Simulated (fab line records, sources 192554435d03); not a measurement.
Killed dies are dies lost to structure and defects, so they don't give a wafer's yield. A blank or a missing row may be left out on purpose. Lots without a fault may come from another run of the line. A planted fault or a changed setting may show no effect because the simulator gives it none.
Split-lot experiment | flow n5_finfet | 7 lots, 21 wafers read, on a route of 1938 steps

THE SPLIT
At N5_BEOL_M1_ETCH_64 (etches SOC in N2/H2, target depth 75 nm, overetch 15 nm, time 112.5 s), the setting time_s was moved away from the recipe's 112.5 s on 10 of the 21 wafers read, by -10.3% to +19.1%. The other wafers ran this setting at the recipe's value.

FROM THE SPLIT TO THE READING: what the file shows between them, 3 steps
- N5_BEOL_M1_STRIP_65: strips in N2/H2
- N5_BEOL_M1_STRIP_75: strips in N2/H2
- N5_BEOL_M1_STRIP_66: strips in CF4

THE READING
etch.depth_nm (the simulator's own value, which no gauge read), in nm, at N5_BEOL_M1_HM_OPEN_17 (chemistry Cl2/BCl3, target TiN, target depth 20 nm, overetch 6 nm). The file gives no usual value for it. The 11 wafers here that ran the recipe average 20.05 nm, standard deviation 0.2 nm.

wafer  | tool, chamber at the split | time_s as run, s | against the recipe | etch.depth_nm, nm | against lot-mates on the recipe
L074.1 | rie_diel-02, 1             | 112.5            | recipe             | 20.05             | -
L074.2 | rie_diel-02, 2             | 100.9            | -10.3%             | 19.97             | -0.08
L074.3 | rie_diel-02, 3             | 100.9            | -10.3%             | 20.44             | +0.39
L079.2 | rie_diel-02, 1,0,0         | 112.5            | recipe             | 19.66             | -
L079.4 | rie_diel-02, 1,0,0         | 112.5            | recipe             | 19.81             | -
L079.6 | rie_diel-02, 1,0,0         | 112.5            | recipe             | 19.85             | -
L083.2 | rie_diel-03, 3             | 130.4            | +15.9%             | 18.47             | -1.67
L083.3 | rie_diel-03, 1             | 130.4            | +15.9%             | 18.08             | -2.06
L083.4 | rie_diel-03, 2             | 112.5            | recipe             | 20.14             | -
L087.4 | rie_diel-02, 0             | 112.5            | recipe             | 20.16             | -
L087.5 | rie_diel-02, 0             | 127.4            | +13.2%             | 18.54             | -1.55
L087.6 | rie_diel-02, 3             | 112.5            | recipe             | 20.02             | -
L092.1 | rie_diel-03, 3,0           | 134              | +19.1%             | 17.99             | -2.26
L092.3 | rie_diel-03, 2             | 112.5            | recipe             | 20.25             | -
L092.4 | rie_diel-03, 3,0           | 134              | +19.1%             | 17.81             | -2.44
L094.3 | rie_diel-03, 0             | 112.5            | recipe             | 20.04             | -
L094.5 | rie_diel-03, 3             | 133.5            | +18.7%             | 18.08             | -2.14
L094.6 | rie_diel-03, 0             | 112.5            | recipe             | 20.39             | -
L095.1 | rie_diel-03, 0,3           | 120.7            | +7.3%              | 18.89             | -1.28
L095.3 | rie_diel-03, 0,3           | 120.7            | +7.3%              | 19.2              | -0.97
L095.4 | rie_diel-03, 2             | 112.5            | recipe             | 20.17             | -
Where a row lists several chambers, the file gives one row for several wafers and doesn't say which wafer went through which chamber.

THE FIT
A straight line over all 21 wafers: etch.depth_nm changes by -0.0936 nm for each +1% of time_s; r = -0.94; the points scatter about the line by 0.32 nm.
The same after taking each lot's own level away (the mean of its wafers on the recipe; 21 wafers): -0.1 nm for each +1%; r = -0.95; scatter 0.32 nm.
On that fit, the largest move of time_s shifts the reading by 1.9 nm.
The lots' own levels span 19.773 to 20.250 nm, that is 2.4 times the standard deviation above.
So the lot-to-lot level changes the slope little: the two slopes agree.
Check: with one of the wafers moved furthest among these (+19.1%) left out of the fit, the line predicts -2.1 nm for it against its lot-mates. It came out at -2.26 nm against them.

OTHER SPLITS ON THESE WAFERS
These wafers also went through other splits before the reading. Each is held against what the fit with the lots' levels taken away leaves over:
other split on the same wafers   | wafers away from the commonest value | r with etch.depth_nm (lot level and that fit taken away)
N5_BEOL_M0_SAQP_COAT_34 spin_rpm | 7                                    | +0.04
N5_BEOL_M0_CUTY_COAT_51 spin_rpm | 10                                   | -0.08
N5_BEOL_M0_CUTY_DESCUM_61 time_s | 3                                    | +0.03

THE WHOLE CHAIN: every reading that the file lists as answering this split, in the file's order
step                  | what it does                                                          | reading                                                                          | change (the file's fit)                | r (the file's)
N5_BEOL_M1_ETCH_64    | etches SOC in N2/H2, target depth 75 nm, overetch 15 nm, time 112.5 s | SiARC_of_BEOL_M1_COAT_62.thk_nm (the simulator's own value, which no gauge read) | -0.0439 nm for each +1% of the setting | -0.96
N5_BEOL_M1_HM_OPEN_17 | chemistry Cl2/BCl3, target TiN, target depth 20 nm, overetch 6 nm     | etch.depth_nm (the simulator's own value, which no gauge read)                   | -0.111 nm for each +1% of the setting  | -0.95

THE FILE'S OWN FIT
etch.depth_nm changes by -0.111 nm for each +1% of time_s, r = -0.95.
